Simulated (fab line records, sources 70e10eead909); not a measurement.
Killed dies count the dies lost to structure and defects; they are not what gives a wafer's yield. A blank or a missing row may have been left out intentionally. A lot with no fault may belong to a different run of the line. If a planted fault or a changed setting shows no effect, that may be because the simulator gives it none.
Chamber matching :: flow nand harc :: NHARC_A_STAIRCASE_TRIM_229 on rie diel-07: 4 sister chambers
The step chemistry O2, time 211.2 s. 4 wafers are shown with their chamber, then 7 later ones without.

EACH WAFER AND ITS CHAMBER
wafer: L090.4
chamber: 0
drypump motor current A (A): 6.3

wafer: L090.5
chamber: 2
drypump motor current A (A): 6.7

wafer: L091.2
chamber: 3
drypump motor current A (A): 5.3

wafer: L091.5
chamber: 1
drypump motor current A (A): 5.7

WAFERS WHOSE CHAMBER IS MISSING
wafer: L091.6
drypump motor current A (A): 6.3

wafer: L094.1
drypump motor current A (A): 6.6

wafer: L094.2
drypump motor current A (A): 5.7

wafer: L094.3
drypump motor current A (A): 6.3

wafer: L095.2
drypump motor current A (A): 5.7

wafer: L095.4
drypump motor current A (A): 6.7

wafer: L095.5
drypump motor current A (A): 5.3

CHAMBER TAKEN BY EACH
wafer: L091.6
from the rows above: 0
in truth: 0

wafer: L094.1
from the rows above: 2
in truth: 2

wafer: L094.2
from the rows above: 1
in truth: 1

wafer: L094.3
from the rows above: 0
in truth: 0

wafer: L095.2
from the rows above: 1
in truth: 1

wafer: L095.4
from the rows above: 2
in truth: 2

wafer: L095.5
from the rows above: 3
in truth: 3
Correct placement for 7 of the 7. Left unplaced by these rows: 0. 0 placed wrongly.
How it was worked out, from the rows above alone: a wafer's distance from a chamber is the root of the sum, over the readings, of the square of ((its reading less the chamber's mean) divided by the reading's scatter). The wafer belongs to the nearest chamber; if the next one is less than 2 further off, it can't be placed. The mean given for a chamber averages the wafers shown for that chamber. The scatter: with one shown wafer a chamber, the root of the mean of the squares of how far each hidden wafer lies from its nearest shown one.
